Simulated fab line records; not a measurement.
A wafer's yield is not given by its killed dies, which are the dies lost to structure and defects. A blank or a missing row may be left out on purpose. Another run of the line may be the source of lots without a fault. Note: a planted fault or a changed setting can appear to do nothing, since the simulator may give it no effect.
A lot that was struck, set against a sound lot || flow nandHarc || 14 out of 1302 route steps
Sound: these wafers, L188.1, L188.4, L188.5. Struck: wafer L192.6 (L192.3, L192.5, from the same lot, were not struck and are left out); the cause is given at the end.
Per side, at each step with rows, come the tool, then ch with its chambers, and then its first start. Under that, the readings that differ: sound wafers || struck wafers || difference of the means || sigmas: that difference in standard deviations of wafers without a fault.
alike: words and numbers the same on both sides, and readings whose means are apart by under 2 such deviations; not compared: readings that were withheld, readings missing a value for some wafer, numbers with overlapping values and no deviation given by the record, and bounds like >300 which may hide the same value.
A row with sigmas, a row that says differs or no value, or rows on one side alone: a step with any of these is where the two part. Numbers that don't overlap but have no deviation are shown without sigmas and don't part them. A reading missing from all wafers of one side parts the sides only when that side holds two or more wafers.

first, 2 steps without rows for these wafers: NHARC_A_SOURCE_PLATE_CVD_03 (deposits poly-Si, target thk 200 nm, time 4000 s); NHARC_A_SOURCE_PLATE_ANNEAL_05 (time 1800 s).
NHARC_A_SOURCE_PLATE_THK_MEAS_06: measures by ellipsometry.
  struck on filmMetro-01, day 10 11:40; sound on filmMetro-01, day 8 09:29
  alike: thkNm
NHARC_A_SOURCE_PLATE_INSPECT_08:
  struck on defectInspect-02, day 10 11:44; sound on defectInspect-02, day 8 09:34
{"reading": "rawDefectCount", "sound": "76 92 95", "struck": 45, "difference": -43, "sigmas": -2}
next comes 1 step that has no rows for these wafers: NHARC_A_ONON_D1_DEP_00 (target thickness 1000 nm).
NHARC_A_ONON_D1_THK_MEAS_02: measures by ellipsometry.
  struck on filmMetro-02, day 10 12:19; sound on filmMetro-01, day 8 10:08
  alike: thkNm
next comes 1 step that has no rows for these wafers: NHARC_A_ONON_D1_DEP_03 (target thickness 1000 nm).
NHARC_A_ONON_D1_THK_MEAS_05: measures by ellipsometry.
  struck on filmMetro-01, day 10 12:52; sound on filmMetro-02, day 8 10:43
  alike: thkNm
next comes 1 step that has no rows for these wafers: NHARC_A_ONON_D1_DEP_06 (target thickness 1000 nm).
NHARC_A_ONON_D1_THK_MEAS_08: measures by ellipsometry.
  struck on filmMetro-01, day 10 13:28; sound on filmMetro-02, day 8 11:17
  alike: thkNm
NHARC_A_ONON_D1_DEP_09: target thk 1000 nm.
  sound on pecvdOnon-04 ch 0, day 8 11:20; struck on pecvdOnon-01 ch 0, day 10 13:38
  alike: susceptorTempC
NHARC_A_ONON_D1_THK_MEAS_11: measures by ellipsometry.
  struck on filmMetro-01, day 10 14:02; sound on filmMetro-01, day 8 11:51
{"reading": "thkNm (nm)", "sound": "1001 1000 1000", "struck": 1045, "difference": "+45", "sigmas": "+4"}
next comes 1 step that has no rows for these wafers: NHARC_A_ONON_D1_DEP_12 (target thickness 1000 nm).
-- jump in the record: it breaks off in module A_ONON_D1 and resumes in module END (first step shown: number 1302 of the route), and 17 days separate the struck wafers' starts before and after --
NHARC_END_SORT_01:
  here the record holds rows for the struck wafers (prober-02 ch 0, day 27 15:10) but none for the sound ones

## WHERE THEY PART
First at NHARC_A_SOURCE_PLATE_INSPECT_08; last, within this record, at NHARC_END_SORT_01.

WHY: whatever the simulator had introduced
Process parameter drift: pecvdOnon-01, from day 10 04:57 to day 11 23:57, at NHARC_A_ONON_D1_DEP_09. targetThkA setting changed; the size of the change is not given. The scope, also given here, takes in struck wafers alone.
